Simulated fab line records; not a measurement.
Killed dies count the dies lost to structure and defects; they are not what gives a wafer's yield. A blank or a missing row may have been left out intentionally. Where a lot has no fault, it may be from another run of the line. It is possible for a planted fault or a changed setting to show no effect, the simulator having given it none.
Matching of chambers -- flow n5_finfet -- N5_BEOL_M5_PRE_CLEAN_77 on cvd_co-02: 3 sister chambers
The step time 15 s. 6 wafers are shown with their chamber, then 12 later ones without.

## WAFERS WITH THEIR CHAMBER
wafer,chamber,heater_power_w (W)
L089.3,1,82
L089.4,1,80
L089.6,2,89
L090.2,0,71
L090.4,2,89
L090.6,0,71

## WAFERS MISSING THEIR CHAMBER
wafer,heater_power_w (W)
L093.2,71
L093.4,69
L093.5,83
L096.1,79
L096.2,71
L096.3,91
L096.4,90
L096.5,80
L096.6,70
L097.2,72
L097.3,91
L097.5,89

## THE CHAMBER EACH PASSED THROUGH
wafer,from the rows above,in truth
L093.2,0,0
L093.4,0,0
L093.5,1,1
L096.1,1,1
L096.2,0,0
L096.3,2,2
L096.4,2,2
L096.5,1,1
L096.6,0,0
L097.2,0,0
L097.3,2,2
L097.5,2,2
12 of 12 placed correctly. Left unplaced by these rows: 0. Wrongly placed: 0.
How it was worked out, from the rows above alone: a wafer's distance from a chamber is the root of the sum, over the readings, of the square of ((its reading less the chamber's mean) divided by the reading's scatter). The wafer belongs to the nearest chamber; if the next one is less than 2 further off, it can't be placed. A chamber's mean is the mean of its shown wafers. How the scatter is found: for the shown wafers, subtract from each reading the mean of its chamber, square and add these, divide the total by (wafers less chambers), then take the root.
